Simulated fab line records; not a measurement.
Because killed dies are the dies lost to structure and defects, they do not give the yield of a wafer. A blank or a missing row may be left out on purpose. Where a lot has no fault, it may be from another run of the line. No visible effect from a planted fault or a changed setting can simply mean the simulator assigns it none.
Chamber matching / flow nand harc / NHARC_A_M0_STRIP_18 on rie diel-03: 4 sister chambers
The step strips in N2/H2. 4 wafers are shown with their chamber, then 7 later ones without.

WAFERS WITH THEIR CHAMBER
wafer=L721.2; chamber=1; showerhead plenum p Torr (Torr)=1.92
wafer=L721.6; chamber=2; showerhead plenum p Torr (Torr)=2.14
wafer=L723.1; chamber=3; showerhead plenum p Torr (Torr)=2.16
wafer=L723.3; chamber=0; showerhead plenum p Torr (Torr)=1.89

WAFERS MISSING THEIR CHAMBER
wafer=L723.6; showerhead plenum p Torr (Torr)=2.16
wafer=L729.1; showerhead plenum p Torr (Torr)=2.16
wafer=L729.2; showerhead plenum p Torr (Torr)=1.89
wafer=L729.6; showerhead plenum p Torr (Torr)=1.92
wafer=L730.3; showerhead plenum p Torr (Torr)=1.92
wafer=L730.4; showerhead plenum p Torr (Torr)=2.14
wafer=L730.6; showerhead plenum p Torr (Torr)=2.13

WHICH CHAMBER EACH ONE RAN IN
wafer=L723.6; from the rows above=3; in truth=3
wafer=L729.1; from the rows above=3; in truth=3
wafer=L729.2; from the rows above=0; in truth=0
wafer=L729.6; from the rows above=1; in truth=1
wafer=L730.3; from the rows above=1; in truth=1
wafer=L730.4; from the rows above=2; in truth=2
wafer=L730.6; from the rows above=2; in truth=2
7 of 7 placed correctly. Left unplaced by these rows: 0. Wrongly placed: 0.
How it was worked out, from the rows above alone: a wafer's distance from a chamber is the root of the sum, over the readings, of the square of ((its reading less the chamber's mean) divided by the reading's scatter). If the next closest chamber is less than 2 further off than the closest, the wafer can't be placed; otherwise it belongs to the closest. Each chamber's mean is taken over the wafers shown for it. The scatter: with one shown wafer a chamber, the root of the mean of the squares of how far each hidden wafer lies from its nearest shown one.
